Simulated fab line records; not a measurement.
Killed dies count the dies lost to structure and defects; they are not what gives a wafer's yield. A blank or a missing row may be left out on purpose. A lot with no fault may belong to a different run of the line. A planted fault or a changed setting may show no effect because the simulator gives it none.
Matching of chambers -- flow n5 finfet -- 4 sister chambers for N5_BEOL_M4_ETCH_77 on rie diel-03
The step etches underlayer in N2/H2, target depth 6.5 nm, time 5.2 s. 8 wafers are shown with their chamber, then 7 later ones without.

WAFERS WITH THEIR CHAMBER
wafer,chamber,showerhead plenum p Torr (Torr),oes product au (a.u.)
L084.3,1,2.63,0.85
L084.5,3,2.66,0.68
L085.2,2,2.70,0.75
L085.4,1,2.62,0.84
L088.1,2,2.70,0.74
L088.6,3,2.66,0.68
L089.2,0,2.41,0.59
L089.5,0,2.41,0.60

WAFERS WITHOUT THEIR CHAMBER
wafer,showerhead plenum p Torr (Torr),oes product au (a.u.)
L089.6,2.62,0.83
L096.1,2.40,0.58
L096.2,2.69,0.73
L096.4,2.61,0.79
L097.2,2.64,0.66
L097.3,2.69,0.72
L097.5,2.61,0.79

WHICH CHAMBER EACH ONE RAN IN
wafer,from the rows above,in truth
L089.6,1,1
L096.1,0,0
L096.2,2,2
L096.4,1,1
L097.2,3,3
L097.3,2,2
L097.5,1,1
Placed correctly: 7 of 7. Left unplaced by these rows: 0. Number placed wrongly: 0.
How it was worked out, from the rows above alone: a wafer's distance from a chamber is the root of the sum, over the readings, of the square of ((its reading less the chamber's mean) divided by the reading's scatter). The wafer belongs to the nearest chamber; if the next one is less than 2 further off, it can't be placed. A chamber's mean is the mean of its shown wafers. The scatter: take each reading less its chamber's mean, square it, sum over the shown wafers, divide by the number of wafers less the number of chambers, and take the root.
